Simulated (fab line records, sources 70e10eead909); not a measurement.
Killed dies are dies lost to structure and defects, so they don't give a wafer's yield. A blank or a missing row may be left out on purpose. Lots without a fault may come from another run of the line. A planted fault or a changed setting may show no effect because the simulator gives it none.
Which tool did it? | flow nand_harc | 12 lots, 36 wafers sampled, at 6 steps of a route of 1159

WHAT THE GAUGES READ, wafer by wafer
NHARC_A_ONON_D1_INSPECT_32.
lot  | measured     | on                | raw_defect_count
L076 | day 8 15:11  | defect_inspect-02 | 109 76 93
L077 | day 8 21:24  | defect_inspect-02 | 107 87 135
L078 | day 9 04:14  | defect_inspect-02 | 68 52 71
L081 | day 9 23:15  | defect_inspect-02 | 53 50 46
L084 | day 10 10:22 | defect_inspect-02 | 96 58 63
L086 | day 11 05:48 | defect_inspect-01 | 60 71 43
L088 | day 11 05:52 | defect_inspect-02 | 75 78 53
L089 | day 11 23:05 | defect_inspect-01 | 140 97 94
L090 | day 12 04:04 | defect_inspect-02 | 100 88 96
L093 | day 12 19:05 | defect_inspect-02 | 37 89 88
L096 | day 14 04:34 | defect_inspect-01 | 54 61 80
L095 | day 13 18:20 | defect_inspect-01 | 58 87 80

WHICH TOOL RAN EACH LOT (tool, then ch and the chambers of the sampled wafers, then the start)
lot  | NHARC_P_GATE_DESCUM_13            | NHARC_P_GATE_ETCH_104              | NHARC_P_GATE_STRIP_76               | NHARC_P_M0_DEP_32               | NHARC_A_ZERO_WELL_RTA_16
L076 | rie_diel-04 ch 0,2, day 4 09:22   | rie_diel-08 ch 0,2,3, day 5 01:11  | plasma_asher-01 ch 0,1, day 5 16:27 | pecvd-03 ch 1,2, day 6 10:25    | rtp_anneal-01 ch 0, day 7 02:17
L077 | rie_diel-06 ch 0,1, day 4 20:49   | rie_diel-06 ch 0,2,3, day 5 10:41  | plasma_asher-02 ch 0,1, day 6 00:59 | pecvd-03 ch 1,2, day 6 15:29    | rtp_anneal-02 ch 0, day 7 06:46
L078 | rie_diel-04 ch 0,1,2, day 5 03:13 | rie_diel-08 ch 0,1,3, day 5 17:41  | plasma_asher-02 ch 0,1, day 6 07:55 | pecvd-03 ch 0,1, day 6 23:29    | rtp_anneal-01 ch 0, day 7 14:51
L081 | rie_diel-04 ch 0,2,3, day 6 01:17 | rie_diel-08 ch 0,1,3, day 6 15:05  | plasma_asher-02 ch 0,1, day 7 05:35 | pecvd-03 ch 0,2, day 7 20:13    | rtp_anneal-01 ch 0, day 8 12:32
L084 | rie_diel-06 ch 1,2,3, day 6 11:40 | rie_diel-08 ch 0,1,2, day 7 03:13  | plasma_asher-01 ch 0,1, day 7 17:40 | pecvd-03 ch 1,2, day 8 06:27    | rtp_anneal-02 ch 0, day 8 22:34
L086 | rie_diel-04 ch 1,3, day 7 06:46   | rie_diel-06 ch 2,3, day 7 22:29    | plasma_asher-02 ch 1, day 8 13:06   | pecvd-03 ch 0,1, day 9 03:53    | rtp_anneal-01 ch 0, day 9 19:45
L088 | rie_diel-08 ch 0,2, day 7 06:50   | rie_diel-06 ch 1,2,3, day 7 22:17  | plasma_asher-02 ch 0,1, day 8 12:46 | pecvd-01 ch 1,2, day 9 01:48    | rtp_anneal-01 ch 0, day 9 17:26
L089 | rie_diel-08 ch 1,2, day 7 23:50   | rie_diel-04 ch 1,2,3, day 8 15:00  | plasma_asher-02 ch 0,1, day 9 05:14 | pecvd-01 ch 0,1,2, day 9 22:14  | rtp_anneal-02 ch 0, day 10 13:36
L090 | rie_diel-08 ch 2,3, day 8 05:28   | rie_diel-06 ch 1,2, day 8 21:43    | plasma_asher-02 ch 0,1, day 9 12:03 | pecvd-02 ch 0,1,2, day 10 02:37 | rtp_anneal-02 ch 0, day 10 17:55
L093 | rie_diel-04 ch 0,1,2, day 8 18:25 | rie_diel-04 ch 0,1,2, day 9 08:11  | plasma_asher-02 ch 0,1, day 9 23:25 | pecvd-02 ch 0,1, day 10 14:14   | rtp_anneal-02 ch 0, day 11 05:40
L096 | rie_diel-08 ch 0,1,2, day 9 16:37 | rie_diel-08 ch 1,2,3, day 10 07:24 | plasma_asher-01 ch 0, day 11 05:38  | pecvd-02 ch 0,1, day 11 20:23   | rtp_anneal-01 ch 0, day 12 11:47
L095 | rie_diel-06 ch 1,2,3, day 9 16:41 | rie_diel-08 ch 1,2,3, day 10 07:04 | plasma_asher-02 ch 1, day 10 21:45  | pecvd-03 ch 0,2, day 11 14:08   | rtp_anneal-01 ch 0, day 12 06:10
- NHARC_P_GATE_DESCUM_13: chemistry O2, time 3 s.
- NHARC_P_GATE_ETCH_104: etches the open film in CF4/CHF3, target depth 60 nm.
- NHARC_P_GATE_STRIP_76: strips in O2.
- NHARC_P_M0_DEP_32: deposits SiCN, target thk 30 nm.
- NHARC_A_ZERO_WELL_RTA_16: time 10 s.

THE ANSWER, worked out from the rows above alone
Rule: what is usual is taken from the lots themselves. Put in order of their means at a reading, lots are off if they are a third of the lots or fewer, leave a main group of 4 or more, and stand apart from it by a gap of 3 or more times the standard deviation of the main group's means; of several such gaps the widest counts. A main group whose means are all the same, to the digits that the tables above print for the reading, isn't used. A lot without any number at a reading at which 4 lots or more have one is off too. The other lots that the step has rows for count as sound.
No lot is off at any reading shown: from this, nothing can be told.

WHAT THE SIMULATOR HAD PUT IN
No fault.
